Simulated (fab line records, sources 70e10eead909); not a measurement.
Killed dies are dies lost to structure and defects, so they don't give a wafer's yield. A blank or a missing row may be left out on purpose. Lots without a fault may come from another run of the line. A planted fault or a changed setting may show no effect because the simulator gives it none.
A struck lot beside a sound one | flow nand_harc | 14 steps out of a route of 1302
Sound: wafers L738.3, L738.5, L738.6. Struck: wafers L731.1, L731.2, L731.3. The cause comes at the end.
At each step with rows: each side's tool, then ch and its chambers, then its first start. Under that, the readings that differ: sound wafers | struck wafers | difference of the means | sigmas: that difference in standard deviations of wafers without a fault.
alike: readings whose means differ by less than 2 such deviations, and words and numbers that are the same on both sides. not compared: withheld readings, readings that some wafer has no value for, bounds like >300 that may hide the same value, and numbers for which the record gives no deviation and whose values overlap.
The two part at a step that has a row with sigmas, a row that says differs or no value, or rows on one side only. Numbers that don't overlap but have no deviation are shown without sigmas and don't part them. A reading that every wafer of one side lacks parts them only if that side has two wafers or more.

first, 1 step without rows for these wafers: NHARC_P_GATE_HARDBAKE_47 (time 80 s).
NHARC_P_GATE_DESCUM_48: chemistry O2, time 3 s.
  sound on rie_diel-10 ch 0,3, day 11 12:01; struck on rie_diel-05 ch 0,2,3, day 9 07:17
  reading      | sound          | struck         | difference | sigmas
  rf_vpp_V (V) | 56.7 57.6 57.2 | 59.8 59.7 57.6 | +1.9       | +2
  alike: drypump_motor_current_A, o2_flow_sccm, oes_product_au, showerhead_plenum_p_Torr, throttle_valve_pct
  not compared: rf_hours_counter_h
then, 1 step without rows for these wafers: NHARC_P_GATE_IMPLANT_49.
NHARC_P_GATE_STRIP_111: strips in N2/H2, time 250 s.
  sound on plasma_asher-01 ch 0,1, day 11 12:34; struck on plasma_asher-01 ch 0,1, day 9 07:39
  alike: drypump_motor_current_A, heater_power_w
  not compared: rf_hours_counter_h
NHARC_P_GATE_STRIP_75: strips in O2.
  sound on plasma_asher-01 ch 0,1, day 11 12:46; struck on plasma_asher-01 ch 0,1, day 9 07:57
  alike: drypump_motor_current_A, heater_power_w
  not compared: rf_hours_counter_h
then, 7 steps without rows for these wafers: NHARC_P_GATE_STRIP_50 (strips in SPM, time 900 s); NHARC_P_GATE_DEHYDRATE_51 (time 120 s); NHARC_P_GATE_HMDS_52 (time 30 s); NHARC_P_GATE_COAT_53; NHARC_P_GATE_SOFTBAKE_54 (time 95 s); NHARC_P_GATE_EBR_55; NHARC_P_GATE_EXPOSE_56 (exposes mask P PSD, target cd 720 nm).
NHARC_P_GATE_PEB_57: peb time 85 s.
  sound on litho_track-05 ch 0, day 11 13:34; struck on litho_track-05, day 9 08:47
  no value came back on the struck wafers for chill_plate_temp_C (C), exhaust_pa (Pa); on the sound wafers chill_plate_temp_C (C) reads 22.96 23.10 23.08
then, 1 step without rows for these wafers: NHARC_P_GATE_DEVELOP_58 (time 70 s).

WHERE THEY PART
First at NHARC_P_GATE_DESCUM_48; last, within this record, at NHARC_P_GATE_PEB_57.

WHY: what the simulator had put in
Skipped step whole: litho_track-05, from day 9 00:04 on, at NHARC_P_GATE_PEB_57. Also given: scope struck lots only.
